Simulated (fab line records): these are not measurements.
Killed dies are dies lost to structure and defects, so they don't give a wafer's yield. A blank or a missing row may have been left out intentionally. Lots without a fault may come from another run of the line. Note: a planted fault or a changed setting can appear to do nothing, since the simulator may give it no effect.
Matching of chambers / flow n5Finfet / 3 sister chambers for N5_GATE_CUT_HM_DEP_46 on pecvd-03
The step deposits SiO2 from TEOS/O2, target thk 130 nm, time 26.6 s. 6 wafers are shown with their chamber, then 7 later ones without.

WAFERS, EACH WITH ITS CHAMBER
wafer=L082.4; chamber=1; throttleValvePct (%)=20.1; showerheadPlenumPTorr (Torr)=8.34
wafer=L085.5; chamber=0; throttleValvePct (%)=17.8; showerheadPlenumPTorr (Torr)=8.44
wafer=L090.4; chamber=1; throttleValvePct (%)=20.1; showerheadPlenumPTorr (Torr)=8.35
wafer=L090.6; chamber=0; throttleValvePct (%)=17.2; showerheadPlenumPTorr (Torr)=8.45
wafer=L093.3; chamber=2; throttleValvePct (%)=18.9; showerheadPlenumPTorr (Torr)=8.38
wafer=L093.5; chamber=2; throttleValvePct (%)=18.8; showerheadPlenumPTorr (Torr)=8.36

WAFERS WITH NO CHAMBER GIVEN
wafer=L093.6; throttleValvePct (%)=17.3; showerheadPlenumPTorr (Torr)=8.40
wafer=L095.2; throttleValvePct (%)=17.6; showerheadPlenumPTorr (Torr)=8.44
wafer=L095.5; throttleValvePct (%)=19.9; showerheadPlenumPTorr (Torr)=8.32
wafer=L095.6; throttleValvePct (%)=17.7; showerheadPlenumPTorr (Torr)=8.47
wafer=L096.4; throttleValvePct (%)=17.3; showerheadPlenumPTorr (Torr)=8.44
wafer=L096.5; throttleValvePct (%)=17.4; showerheadPlenumPTorr (Torr)=8.45
wafer=L096.6; throttleValvePct (%)=20.1; showerheadPlenumPTorr (Torr)=8.35

WHICH CHAMBER EACH WENT THROUGH
wafer=L093.6; from the rows above=0; in truth=0
wafer=L095.2; from the rows above=0; in truth=0
wafer=L095.5; from the rows above=1; in truth=1
wafer=L095.6; from the rows above=0; in truth=0
wafer=L096.4; from the rows above=0; in truth=0
wafer=L096.5; from the rows above=0; in truth=0
wafer=L096.6; from the rows above=1; in truth=1
Correctly placed: 7 of 7. Number that these rows cannot place: 0. 0 placed wrongly.
How it was worked out, from the rows above alone: a wafer's distance from a chamber is the root of the sum, over the readings, of the square of ((its reading less the chamber's mean) divided by the reading's scatter). If the next closest chamber is less than 2 further off than the closest, the wafer can't be placed; otherwise it belongs to the closest. The mean given for a chamber averages the wafers shown for that chamber. The scatter is the square root of a quotient: the sum, over the shown wafers, of each reading's squared deviation from its chamber's mean, divided by wafers minus chambers.
